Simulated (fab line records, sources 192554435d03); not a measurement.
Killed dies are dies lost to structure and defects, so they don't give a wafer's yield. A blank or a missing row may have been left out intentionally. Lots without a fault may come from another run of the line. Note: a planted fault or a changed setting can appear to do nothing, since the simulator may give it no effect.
fab line records	flow n5_finfet
record: lots: 7	wafers: 21
route steps=1938 shown WELL_APT@21 DUMMY_GATE@215 SD_EPI_N@267 SD_ACTIVATION@331 SDB@369 HKMG_FIN@402 MOL_CONTACT_COAG@559 BEOL_M0_SAQP@635
start_h: hours from the record's opening day to when the first of the lot's shown wafers began	wait_h: hours since the lot's step before	" identical to the entry in the row above	L1.1+2: a single row standing in for several wafers	- no value present, or no start provided	* or withheld: withheld	< > ~ a bound
route shown NAME@n: a module of which the file shows steps, and the number in the route of the first	usual: mean/standard deviation taken from wafers without a fault	same: alike in all rows	chamber/n: place in a boat	sites: readings site by site	_std_site: the standard deviation of these	_edge_site: the outer-site mean with the inner-site mean subtracted	radius_mm: for every site, how far away it sits from the centre of the wafer	mask NAME#n: copy n	behind: the most recent tool/chamber to have shaped the wafer	hold: reason for holding the lot/hours on hold/outcome of the hold	device: transistor that didn't switch, given as n, p or np	end of line: the tests these same wafers got at the end of their route	a step with no rows: only its recipe	killed: dies that structure and defects cost at the first sort, which is not the same as the wafer's yield	map: per-die view of a wafer (x killed, . not killed, _ where there is no die)
set.NAME: the setting the step ran with; set.NAME@STEP: the setting that earlier step ran with	model.NAME: the simulator's own value behind a step, which no gauge read
lots whose settings were changed on purpose; a table a step, a row a wafer
== steps ==
step: N5_WELL_APT_COAT_02
recipe: spin_rpm: 1357	resist_thk_nm: 950
lot.wafer	tool	chamber	start_h	wait_h	set.spin_rpm	model.coat_of_WELL_APT_COAT_02.thk_nm
L077.3	litho_track-05	0	-	-	1357	952.1
L077.5	"	0	"	"	1357	953.6
L077.6	"	0	"	"	1357	956.5
L078.1+4	litho_track-03	0	-	-	1228	1001
L078.2	"	0	"	"	1228	998.5
L079.1	litho_track-03	0	-	-	1357	955.4
L079.2	"	0	"	"	1316	969.7
L079.6	"	0	"	"	1316	966.6
L082.4	litho_track-05	0	-	-	1487	909.8
L082.5	"	0	"	"	1487	911
L082.6	"	0	"	"	1357	951.7
L085.2	litho_track-01	0	-	-	1357	949.9
L085.3	"	0	"	"	1357	952.1
L085.6	"	0	"	"	1357	949.3
L088.3	litho_track-01	0	-	-	1357	948.1
L088.4	"	0	"	"	1357	946.9
L088.5	"	0	"	"	1357	948.7
L090.4	litho_track-01	0	-	-	1357	950.5
L090.5	"	0	"	"	1357	952.1
L090.6	"	0	"	"	1357	950.6
step: N5_WELL_APT_PEB_06
recipe: peb_temp_c: 130	peb_time_s: 90
lot.wafer	tool	chamber	start_h	wait_h	set.peb_time_s
L077.3+6	litho_track-03	0	32.51	0.0	81.28
L077.5	"	0	"	"	90
L078.1+2+4	litho_track-01	0	37.66	0.1	90
L079.1	litho_track-03	0	43.95	0.1	90
L079.2+6	"	0	"	"	74.6
L082.4	litho_track-03	0	61.94	0.0	90
L082.5+6	"	0	"	"	82.75
L085.2+3+6	litho_track-01	0	79.57	0.0	90
L088.3+5	litho_track-05	0	97.44	0.0	90
L088.4	"	0	"	"	77.26
L090.4+5	litho_track-05	0	109.57	0.0	90
L090.6	"	0	"	"	106.8
step: N5_WELL_APT_DEVELOP_07
recipe: develop_time_s: 45	rinse_liquid: surfactant_rinse	dry: air_spin	dev_temp_c: 21
step: N5_WELL_APT_HARDBAKE_12
recipe: temp_c: 130	time_s: 120
step: N5_WELL_APT_CD_MEAS_08
recipe: target_cd_nm: 200	landing_energy_ev: 500	detector: se_inlens
usual: cd_nm: 199/3.2
lot.wafer	tool	chamber	start_h	wait_h	set.peb_time_s@WELL_APT_PEB_06	cd_nm
L077.3	cd_sem-02	0	32.63	-	81.28	198
L077.5	"	0	"	"	90	198
L077.6	"	0	"	"	81.28	195
L078.1	cd_sem-03	0	37.78	-	90	193
L078.2	"	0	"	"	90	193
L078.4	"	0	"	"	90	194
L079.1	cd_sem-02	0	44.07	-	90	200
L079.2	"	0	"	"	74.6	191
L079.6	"	0	"	"	74.6	189
L082.4	cd_sem-03	0	62.06	-	90	200
L082.5	"	0	"	"	82.75	197
L082.6	"	0	"	"	82.75	199
L085.2	cd_sem-01	0	79.68	-	90	195
L085.3	"	0	"	"	90	193
L085.6	"	0	"	"	90	195
L088.3	cd_sem-02	0	97.56	-	90	204
L088.4	"	0	"	"	77.26	197
L088.5	"	0	"	"	90	205
L090.4	cd_sem-03	0	109.68	-	90	203
L090.5	"	0	"	"	90	200
L090.6	"	0	"	"	106.8	210
step: N5_WELL_APT_DESCUM_13
recipe: chemistry: O2	time_s: 7.9	source_power_w: 50	bias_power_w: 20	pressure_mtorr: 20	rf_frequency_hz: 2.712e+07	temp_c: 40	o2_flow_sccm: 225
lot.wafer	tool	chamber	start_h	wait_h	set.peb_time_s@WELL_APT_PEB_06	model.WELL_APT.cd_nm
L077.3	rie_diel-04	1	32.71	0.0	81.28	198.2
L077.5	"	1	"	"	90	198.2
L077.6	"	2	"	"	81.28	194.9
L078.1	rie_diel-04	2	37.86	0.0	90	192.2
L078.2	"	0	"	"	90	192.7
L078.4	"	0	"	"	90	193.9
L079.1	rie_diel-01	2	44.16	0.0	90	200.1
L079.2	"	1	"	"	74.6	191
L079.6	"	0	"	"	74.6	189.7
L082.4	rie_diel-03	1	62.17	0.1	90	199.9
L082.5	"	0	"	"	82.75	196.6
L082.6	"	1	"	"	82.75	198.8
L085.2	rie_diel-03	0	79.77	0.0	90	195.3
L085.3	"	2	"	"	90	193.3
L085.6	"	1	"	"	90	194.8
L088.3	rie_diel-03	3	97.65	0.0	90	203.7
L088.4	"	0	"	"	77.26	197.2
L088.5	"	1	"	"	90	205
L090.4	rie_diel-04	3	109.77	0.0	90	202.7
L090.5	"	1	"	"	90	200.4
L090.6	"	2	"	"	106.8	209.4
step: N5_WELL_APT_EXPOSE_22
recipe: mask_id: PWELL	na: 0.8	source_shape: conventional	sigma_outer: 0.8	polarization: unpolarized	defocus_nm: 0	target_cd_nm: 200	dose_mj: 23.2
lot.wafer	tool	chamber	start_h	wait_h	mask	set.dose_mj
L077.3+5+6	krf_scanner-02	0	33.96	-	PWELL#0	23.2
L078.1+2+4	krf_scanner-02	0	38.97	-	PWELL#0	23.2
L079.1+2+6	krf_scanner-01	0	45.16	-	PWELL#0	23.2
L082.4+5	krf_scanner-02	0	63.04	-	PWELL#0	21.51
L082.6	"	0	"	"	PWELL#0	23.2
L085.2+3+6	krf_scanner-02	0	80.76	-	PWELL#0	23.2
L088.3+5	krf_scanner-01	0	98.52	-	PWELL#0	24.29
L088.4	"	0	"	"	PWELL#0	23.2
L090.4	krf_scanner-01	0	110.65	-	PWELL#0	21.53
L090.5+6	"	0	"	"	PWELL#0	23.2
step: N5_WELL_APT_PEB_23
recipe: peb_temp_c: 130	peb_time_s: 90
lot.wafer	tool	chamber	start_h	wait_h	set.peb_temp_c
L077.3+5+6	litho_track-03	0	34.01	0.0	130
L078.1+2	litho_track-03	0	39.03	0.1	130
L078.4	"	0	"	"	131.3
L079.1+6	litho_track-03	0	45.21	0.1	130
L079.2	"	0	"	"	131
L082.4	litho_track-03	0	63.09	0.0	130
L082.5+6	"	0	"	"	132.3
L085.2+3+6	litho_track-01	0	80.81	0.0	130
L088.3+5	litho_track-03	0	98.57	0.0	130
L088.4	"	0	"	"	126.7
L090.4+5	litho_track-01	0	110.69	0.0	131.2
L090.6	"	0	"	"	130
step: N5_WELL_APT_DEVELOP_24
recipe: develop_time_s: 45	rinse_liquid: surfactant_rinse	dry: air_spin	dev_temp_c: 21
step: N5_WELL_APT_HARDBAKE_29
recipe: temp_c: 130	time_s: 120
step: N5_WELL_APT_CD_MEAS_25
recipe: target_cd_nm: 200	landing_energy_ev: 500	detector: se_inlens
usual: cd_nm: 198.7/2
lot.wafer	tool	chamber	start_h	wait_h	set.dose_mj@WELL_APT_EXPOSE_22	set.peb_temp_c@WELL_APT_PEB_23	cd_nm
L077.3	cd_sem-03	0	34.12	-	23.2	130	198.8
L077.5	"	0	"	"	23.2	130	201.6
L077.6	"	0	"	"	23.2	130	198.8
L078.1	cd_sem-02	0	39.14	-	23.2	130	195.7
L078.2	"	0	"	"	23.2	130	198.5
L078.4	"	0	"	"	23.2	131.3	204.1
L079.1	cd_sem-02	0	45.33	-	23.2	130	198.9
L079.2	"	0	"	"	23.2	131	205.9
L079.6	"	0	"	"	23.2	130	200.0
L082.4	cd_sem-01	0	63.20	-	21.51	130	185.6
L082.5	"	0	"	"	21.51	132.3	193.8
L082.6	"	0	"	"	23.2	132.3	208.3
L085.2	cd_sem-01	0	80.93	-	23.2	130	199.0
L085.3	"	0	"	"	23.2	130	199.7
L085.6	"	0	"	"	23.2	130	201.9
L088.3	cd_sem-03	0	98.68	-	24.29	130	206.4
L088.4	"	0	"	"	23.2	126.7	178.0
L088.5	"	0	"	"	24.29	130	208.1
L090.4	cd_sem-03	0	110.80	-	21.53	131.2	191.9
L090.5	"	0	"	"	23.2	131.2	203.2
L090.6	"	0	"	"	23.2	130	196.3
step: N5_WELL_APT_DESCUM_30
recipe: chemistry: O2	time_s: 7.9	source_power_w: 50	bias_power_w: 20	pressure_mtorr: 20	rf_frequency_hz: 2.712e+07	temp_c: 40	o2_flow_sccm: 225
lot.wafer	tool	chamber	start_h	wait_h	set.dose_mj@WELL_APT_EXPOSE_22	set.peb_temp_c@WELL_APT_PEB_23	model.WELL_APT.cd_nm
L077.3	rie_diel-01	2	34.28	0.1	23.2	130	198.8
L077.5	"	3	"	"	23.2	130	201.4
L077.6	"	0	"	"	23.2	130	199.2
L078.1	rie_diel-03	0	39.34	0.1	23.2	130	195.7
L078.2	"	3	"	"	23.2	130	198.9
L078.4	"	1	"	"	23.2	131.3	204
L079.1	rie_diel-04	2	45.42	0.0	23.2	130	199
L079.2	"	1	"	"	23.2	131	205.6
L079.6	"	3	"	"	23.2	130	200
L082.4	rie_diel-01	1	63.36	0.1	21.51	130	185.5
L082.5	"	2	"	"	21.51	132.3	193.5
L082.6	"	3	"	"	23.2	132.3	208.4
L085.2	rie_diel-03	2	81.01	0.0	23.2	130	199
L085.3	"	3	"	"	23.2	130	199.8
L085.6	"	1	"	"	23.2	130	201.8
L088.3	rie_diel-04	1	98.82	0.1	24.29	130	206.4
L088.4	"	3	"	"	23.2	126.7	177.9
L088.5	"	3	"	"	24.29	130	208
L090.4	rie_diel-01	3	110.89	0.0	21.53	131.2	191.8
L090.5	"	3	"	"	23.2	131.2	203.3
L090.6	"	2	"	"	23.2	130	196.1
step: N5_DUMMY_GATE_CVD_03
recipe: material: a-Si	target_thk_a: 1500	temp_c: 530	precursor: SiH4	time_s: 8042
lot.wafer	tool	chamber	start_h	wait_h	set.temp_c	model.a-Si_of_DUMMY_GATE_CVD_03.thk_nm
L077.3	-	-	-	0.1	512.3	88.8
L077.5	"	-	"	"	512.3	88.2
L077.6	"	-	"	"	512.3	87
L078.1	-	-	-	0.1	509.8	80.8
L078.2	"	-	"	"	509.8	80.6
L078.4	"	-	"	"	509.8	80
L079.1	-	-	-	0.1	513.6	94
L079.2	"	-	"	"	513.6	93
L079.6	"	-	"	"	513.6	93.4
L082.4	-	-	-	0.5	519.4	108.2
L082.5	"	-	"	"	519.4	109.2
L082.6	"	-	"	"	519.4	107.4
L085.2	lpcvd-02	0/20	104.84	0.1	530	150.4
L085.3	"	0/25	"	"	530	149.6
L085.6	"	0/39	"	"	530	151.2
L088.3	-	-	-	0.1	550.6	262.8
L088.4	"	-	"	"	550.6	263
L088.5	"	-	"	"	550.6	263.8
L090.4	-	-	-	0.1	530	148
L090.5	"	-	"	"	530	149
L090.6	"	-	"	"	530	148.8
step: N5_SD_EPI_N_EXPOSE_06
recipe: mask_id: SD_N_BLK	na: 1.35	source_shape: conventional	sigma_outer: 0.8	polarization: unpolarized	target_cd_nm: 120	dose_mj: 39.75
lot.wafer	tool	chamber	start_h	wait_h	mask	set.dose_mj
L077.3	arfi_scanner-03	0	69.79	-	SD_N_BLK#0	39.75
L077.5+6	"	0	"	"	SD_N_BLK#0	41.71
L078.1	arfi_scanner-02	0	73.06	-	SD_N_BLK#0	42.14
L078.2+4	"	0	"	"	SD_N_BLK#0	39.75
L079.1	arfi_scanner-02	0	78.49	-	SD_N_BLK#0	37.65
L079.2+6	"	0	"	"	SD_N_BLK#0	39.75
L082.4	arfi_scanner-03	0	99.07	-	SD_N_BLK#0	42.64
L082.5+6	"	0	"	"	SD_N_BLK#0	39.75
L085.2+3+6	arfi_scanner-03	0	116.88	-	SD_N_BLK#0	39.75
L088.3	arfi_scanner-01	0	135.26	-	SD_N_BLK#0	38.87
L088.4+5	"	0	"	"	SD_N_BLK#0	39.75
L090.4+5+6	arfi_scanner-02	0	143.19	-	SD_N_BLK#0	39.75
step: N5_SD_EPI_N_PEB_07
recipe: peb_temp_c: 110	peb_time_s: 60	resist: CAR-ArF-block
lot.wafer	tool	chamber	start_h	wait_h	set.peb_temp_c
L077.3+5+6	litho_track-05	0	69.83	0.0	110
L078.1+2	litho_track-05	0	73.12	0.1	110
L078.4	"	0	"	"	111.4
L079.1+2+6	litho_track-05	0	78.54	0.1	110
L082.4+6	litho_track-01	0	99.12	0.0	108.7
L082.5	"	0	"	"	110
L085.2+3+6	litho_track-03	0	116.94	0.0	110
L088.3	litho_track-03	0	135.31	0.0	107.9
L088.4+5	"	0	"	"	110
L090.4+6	litho_track-05	0	143.24	0.0	112.5
L090.5	"	0	"	"	110
step: N5_SD_EPI_N_DEVELOP_08
recipe: develop_time_s: 30	developer: TMAH	resist: CAR-ArF-block	dev_temp_c: 23	rinse_liquid: diw	dry: air_spin
step: N5_SD_EPI_N_DESCUM_14
recipe: chemistry: O2	time_s: 7.9	source_power_w: 50	bias_power_w: 20	pressure_mtorr: 20	rf_frequency_hz: 2.712e+07	temp_c: 40	resist: CAR-ArF-block	o2_flow_sccm: 225
lot.wafer	tool	chamber	start_h	wait_h	set.dose_mj@SD_EPI_N_EXPOSE_06	set.peb_temp_c@SD_EPI_N_PEB_07	model.SD_EPI_N.cd_nm
L077.3	rie_diel-04	1	70.09	0.1	39.75	110	119.6
L077.5	"	1	"	"	41.71	110	124.4
L077.6	"	2	"	"	41.71	110	123.4
L078.1	rie_diel-04	2	73.27	0.0	42.14	110	124.6
L078.2	"	3	"	"	39.75	110	120.6
L078.4	"	3	"	"	39.75	111.4	123.4
L079.1	rie_diel-01	2	79.04	0.4	37.65	110	116.8
L079.2	"	0	"	"	39.75	110	120
L079.6	"	1	"	"	39.75	110	121.2
L082.4	rie_diel-04	0	99.27	0.0	42.64	108.7	121
L082.5	"	0	"	"	39.75	110	120.6
L082.6	"	1	"	"	39.75	108.7	114.2
L085.2	rie_diel-01	0	117.45	0.4	39.75	110	119.6
L085.3	"	1	"	"	39.75	110	119.2
L085.6	"	1	"	"	39.75	110	120
L088.3	rie_diel-01	3	135.51	0.1	38.87	107.9	112.6
L088.4	"	1	"	"	39.75	110	120.6
L088.5	"	3	"	"	39.75	110	120.2
L090.4	rie_diel-01	3	143.99	0.6	39.75	112.5	126.6
L090.5	"	1	"	"	39.75	110	119.2
L090.6	"	0	"	"	39.75	112.5	125.8
step: N5_SD_ACTIVATION_LSA_01
recipe: temp_c: 1080	time_s: 0.0008	ambient: N2
usual: wafer_temp_C_max: 1084.2/0.96
lot.wafer	tool	chamber	start_h	wait_h	set.temp_c	wafer_temp_C_max
L077.3	laser_anneal-01	0	80.77	0.2	1080	1083.2
L077.5	"	0	"	"	1110	1115.6
L077.6	"	0	"	"	1080	1084.0
L078.1	laser_anneal-02	0	82.42	0.2	1098	1101.7
L078.2	"	0	"	"	1098	1102.4
L078.4	"	0	"	"	1098	1102.9
L079.1	laser_anneal-01	0	87.42	0.2	1080	1083.2
L079.2	"	0	"	"	1080	1084.2
L079.6	"	0	"	"	1080	1083.6
L082.4	laser_anneal-02	0	109.65	0.2	1101	1106.0
L082.5	"	0	"	"	1080	1084.0
L082.6	"	0	"	"	1080	1084.7
L085.2	laser_anneal-01	0	126.48	0.2	1080	1085.4
L085.3	"	0	"	"	1080	1083.8
L085.6	"	0	"	"	1080	1083.8
L088.3	laser_anneal-02	0	145.50	0.2	1102	1106.5
L088.4	"	0	"	"	1080	1083.7
L088.5	"	0	"	"	1102	1106.3
L090.4	laser_anneal-02	0	153.64	0.2	1048	1051.3
L090.5	"	0	"	"	1048	1051.3
L090.6	"	0	"	"	1080	1082.9
step: N5_SD_ACTIVATION_RS_MEAS_03
recipe: thk_meas_gauge: four-point-probe
usual: RS_SD_N: 21.91/0.29	RS_SD_P: 56.4/0.82
lot.wafer	tool	chamber	start_h	wait_h	set.temp_c@SD_ACTIVATION_LSA_01	RS_SD_N[ohm/sq]	RS_SD_P[ohm/sq]
L077.3	film_metro-01	-	80.96	0.2	1080	22.13	55.7
L077.5	"	-	"	"	1110	19.10	54.6
L077.6	"	-	"	"	1080	22.17	55.9
L078.1	film_metro-01	-	82.63	0.2	1098	19.76	57.9
L078.2	"	-	"	"	1098	19.90	58.5
L078.4	"	-	"	"	1098	20.16	57.7
L079.1	film_metro-02	-	87.63	0.2	1080	22.34	55.8
L079.2	"	-	"	"	1080	22.07	55.2
L079.6	"	-	"	"	1080	22.34	55.9
L082.4	film_metro-02	-	109.83	0.1	1101	19.48	55.9
L082.5	"	-	"	"	1080	21.89	56.5
L082.6	"	-	"	"	1080	21.73	56.2
L085.2	film_metro-01	-	126.67	0.2	1080	22.07	57.4
L085.3	"	-	"	"	1080	22.27	57.4
L085.6	"	-	"	"	1080	22.54	57.4
L088.3	film_metro-02	-	145.68	0.2	1102	19.38	54.8
L088.4	"	-	"	"	1080	21.80	56.0
L088.5	"	-	"	"	1102	19.35	56.4
L090.4	film_metro-01	-	153.82	0.1	1048	25.02	57.9
L090.5	"	-	"	"	1048	24.81	57.4
L090.6	"	-	"	"	1080	21.38	56.7
step: N5_SDB_CUT_ETCH_26
recipe: chemistry: HBr/Cl2/O2	target: Si	target_depth_a: 1296	bt_time_s: 20	mask_material: SiNx	time_s: 51.8	ion_energy_ev: *	bias_w: *	pressure_mtorr: 10	icp_w: 800	HBr_flow_sccm: 150	Cl2_flow_sccm: 80	O2_flow_sccm: 12
lot.wafer	tool	chamber	start_h	wait_h	set.icp_w	model.etch.depth_nm	model.SDB.feature_depth_nm
L077.3	rie_si-01	1	88.75	0.1	853.2	137.5	137.6
L077.5	"	3	"	"	853.2	139.5	139.6
L077.6	"	0	"	"	800	133.9	134
L078.1	rie_si-05	0	90.87	0.1	800	130.1	130.2
L078.2+4	"	3,1	"	"	800	128.2	128.2
L079.1	rie_si-01	3	95.39	0.1	873.6	140.5	140.4
L079.2	"	2	"	"	800	132.6	132.6
L079.6	"	2	"	"	800	131.1	131.2
L082.4	rie_si-01	1	117.69	0.1	694	123.9	123.8
L082.5	"	3	"	"	800	133.5	133.6
L082.6	"	2	"	"	800	129.7	129.8
L085.2	rie_si-01	0	135.53	0.1	800	134.2	134.2
L085.3	"	3	"	"	800	132.9	132.8
L085.6	"	2	"	"	800	128.5	128.6
L088.3	rie_si-05	2	153.43	0.1	935.8	134.3	134.2
L088.4	"	1	"	"	800	128	128
L088.5	"	0	"	"	935.8	138.3	138.2
L090.4	rie_si-01	0	161.72	0.1	919.3	142.5	142.4
L090.5	"	0	"	"	800	134.9	134.8
L090.6	"	1	"	"	800	134	134
step: N5_HKMG_FIN_ETCH_54
recipe: chemistry: CF4	target: SiARC	target_depth_a: 455	mask_material: CAR-ArF	time_s: 75.8	ion_energy_ev: 80	pressure_mtorr: 40	source_w: 545	bias_w: 36	Ar_flow_sccm: 100	cf4_flow_sccm: 100	ends: cleared
usual: rf_vpp_V: 184.4/1.3
lot.wafer	tool	chamber	start_h	wait_h	set.bias_w	rf_vpp_V
L077.3	rie_diel-04	2	93.99	0.0	41.24	203.1
L077.5	"	0	"	"	41.24	202.2
L077.6	"	1	"	"	41.24	199.6
L078.1	rie_diel-04	2	95.68	0.0	29.62	163.6
L078.2	"	3	"	"	29.62	162.4
L078.4	"	0	"	"	36	186.7
L079.1	rie_diel-01	3	100.83	0.0	36	186.7
L079.2	"	2	"	"	36	182.8
L079.6	"	3	"	"	42.4	207.5
L082.4	rie_diel-04	0	122.59	0.0	36	185.2
L082.5	"	2	"	"	36	186.4
L082.6	"	1	"	"	36	183.6
L085.2	rie_diel-04	2	141.39	0.0	36	186.6
L085.3	"	3	"	"	36	183.2
L085.6	"	1	"	"	36	182.4
L088.3	rie_diel-04	2	158.19	0.0	36	185.4
L088.4	"	0	"	"	36	185.6
L088.5	"	2	"	"	38.26	192.1
L090.4	rie_diel-04	0	167.45	0.0	36	186.1
L090.5	"	3	"	"	36	182.4
L090.6	"	2	"	"	36	184.8
step: N5_MOL_CONTACT_COAG_ALD_27
recipe: material: SiOC	target_thk_a: 170	temp_c: 400	ald_precursor_family: carbosiloxane	ald_co_reactant: H2-plasma	pulse_time_s: 1.5	time_s: 2720	purge_time_s: 2	co_reactant_purge_time_s: 2	ald_cycles: 340	pressure_torr: 2
lot.wafer	tool	chamber	start_h	wait_h	set.time_s	model.SiOC_of_MOL_CONTACT_COAG_ALD_27.thk_nm
L077.3+6	ald_sin-03	1,0	115.01	0.0	2720	17
L077.5	"	1	"	"	2720	16.8
L078.1+2	ald_sin-03	2,0	117.72	0.0	2720	17
L078.4	"	1	"	"	2720	16.8
L079.1+2	ald_sin-03	0,3	124.81	0.0	2720	17
L079.6	"	0	"	"	3106	17
L082.4+6	ald_sin-02	2,3	145.03	0.0	2139	13.4
L082.5	"	2	"	"	2720	17
L085.2	ald_sin-03	1	164.89	0.0	2720	17
L085.3	"	2	"	"	2720	16.8
L085.6	"	0	"	"	2720	17.2
L088.3+4+5	ald_sin-04	0,1,2	181.03	0.1	2929	17
L090.4	ald_sin-04	3	189.70	0.7	2720	17
L090.5	"	0	"	"	2522	15.8
L090.6	"	3	"	"	2522	15.6
step: N5_BEOL_M0_SAQP_PECVD_03
recipe: material: SiCN	target_thk_a: 120	temp_c: withheld	precursor: 3MS/NH3	pressure_torr: 3	rf_w: 202	time_s: 21.1
lot.wafer	tool	chamber	start_h	wait_h	set.time_s	model.SiCN_of_BEOL_M0_SAQP_PECVD_03.thk_nm
L077.3+6	pecvd-04	2	127.09	0.1	22.49	12.8
L077.5	"	0	"	"	21.1	12.2
L078.1	pecvd-01	0	128.69	0.1	21.1	12.2
L078.2+4	"	1	"	"	21.1	12
L079.1	pecvd-04	0	135.11	0.1	19	10.6
L079.2	"	2	"	"	21.1	11.8
L079.6	"	1	"	"	19	10.8
L082.4	pecvd-04	2	155.95	0.1	23.11	13.6
L082.5	"	1	"	"	23.11	13.4
L082.6	"	0	"	"	21.1	12.2
L085.2+6	pecvd-01	0,2	176.93	0.1	21.1	12
L085.3	"	1	"	"	21.1	11.6
L088.3	pecvd-04	0	192.02	0.1	21.1	11.6
L088.4	"	0	"	"	21.1	11.8
L088.5	"	2	"	"	21.1	12.2
L090.4	pecvd-01	0	204.61	0.1	19.31	11
L090.5	"	0	"	"	21.1	12
L090.6	"	1	"	"	21.1	11.6
== key ==
split: step: N5_WELL_APT_COAT_02	setting: spin_rpm	stated: 1357	by: wafer
response: step: N5_WELL_APT_COAT_02	reading: model.coat_of_WELL_APT_COAT_02.thk_nm	change: -4.31	per: 1%	r: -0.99
split: step: N5_WELL_APT_PEB_06	setting: peb_time_s	stated: 90	by: wafer
response: step: N5_WELL_APT_CD_MEAS_08	reading: cd_nm	change: +0.454	per: 1%	r: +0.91
response: step: N5_WELL_APT_DESCUM_13	reading: model.WELL_APT.cd_nm	change: +0.45	per: 1%	r: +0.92
split: step: N5_WELL_APT_EXPOSE_22	setting: dose_mj	stated: 23.2	by: wafer
response: step: N5_WELL_APT_CD_MEAS_25	reading: cd_nm	slope: +1.72	per: 1%	together_with: peb_temp_c@WELL_APT_PEB_23	explained: 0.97
response: step: N5_WELL_APT_DESCUM_30	reading: model.WELL_APT.cd_nm	slope: +1.74	per: 1%	together_with: peb_temp_c@WELL_APT_PEB_23	explained: 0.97
split: step: N5_WELL_APT_PEB_23	setting: peb_temp_c	stated: 130	by: wafer
response: step: N5_WELL_APT_CD_MEAS_25	reading: cd_nm	change: +9.54	per: 1%	r: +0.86
response: step: N5_WELL_APT_DESCUM_30	reading: model.WELL_APT.cd_nm	change: +9.53	per: 1%	r: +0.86
split: step: N5_DUMMY_GATE_CVD_03	setting: temp_c	stated: 530	by: lot
response: step: N5_DUMMY_GATE_CVD_03	reading: model.a-Si_of_DUMMY_GATE_CVD_03.thk_nm	change: +23.2	per: 1%	r: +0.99
split: step: N5_SD_EPI_N_EXPOSE_06	setting: dose_mj	stated: 39.75	by: wafer
response: step: N5_SD_EPI_N_DESCUM_14	reading: model.SD_EPI_N.cd_nm	slope: +0.773	per: 1%	together_with: peb_temp_c@SD_EPI_N_PEB_07	explained: 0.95
split: step: N5_SD_EPI_N_PEB_07	setting: peb_temp_c	stated: 110	by: wafer
response: step: N5_SD_EPI_N_DESCUM_14	reading: model.SD_EPI_N.cd_nm	slope: +3.24	per: 1%	together_with: dose_mj@SD_EPI_N_EXPOSE_06	explained: 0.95
split: step: N5_SD_ACTIVATION_LSA_01	setting: temp_c	stated: 1080	by: wafer
response: step: N5_SD_ACTIVATION_LSA_01	reading: wafer_temp_C_max	change: *	per: 1%	r: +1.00
response: step: N5_SD_ACTIVATION_RS_MEAS_03	reading: RS_SD_N	change: -1.16	per: 1%	r: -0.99
split: step: N5_SDB_CUT_ETCH_26	setting: icp_w	stated: 800	by: wafer
response: step: N5_SDB_CUT_ETCH_26	reading: model.etch.depth_nm	change: +0.582	per: 1%	r: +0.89
response: step: N5_SDB_CUT_ETCH_26	reading: model.SDB.feature_depth_nm	change: +0.579	per: 1%	r: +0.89
split: step: N5_HKMG_FIN_ETCH_54	setting: bias_w	stated: 36	by: wafer
response: step: N5_HKMG_FIN_ETCH_54	reading: rf_vpp_V	change: +1.29	per: 1%	r: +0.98
split: step: N5_MOL_CONTACT_COAG_ALD_27	setting: time_s	stated: 2720	by: wafer
response: step: N5_MOL_CONTACT_COAG_ALD_27	reading: model.SiOC_of_MOL_CONTACT_COAG_ALD_27.thk_nm	shape: bent	at_lowest: 13.4	at_stated: 16.97	at_highest: 17
split: step: N5_BEOL_M0_SAQP_PECVD_03	setting: time_s	stated: 21.1	by: wafer
response: step: N5_BEOL_M0_SAQP_PECVD_03	reading: model.SiCN_of_BEOL_M0_SAQP_PECVD_03.thk_nm	change: +0.112	per: 1%	r: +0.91
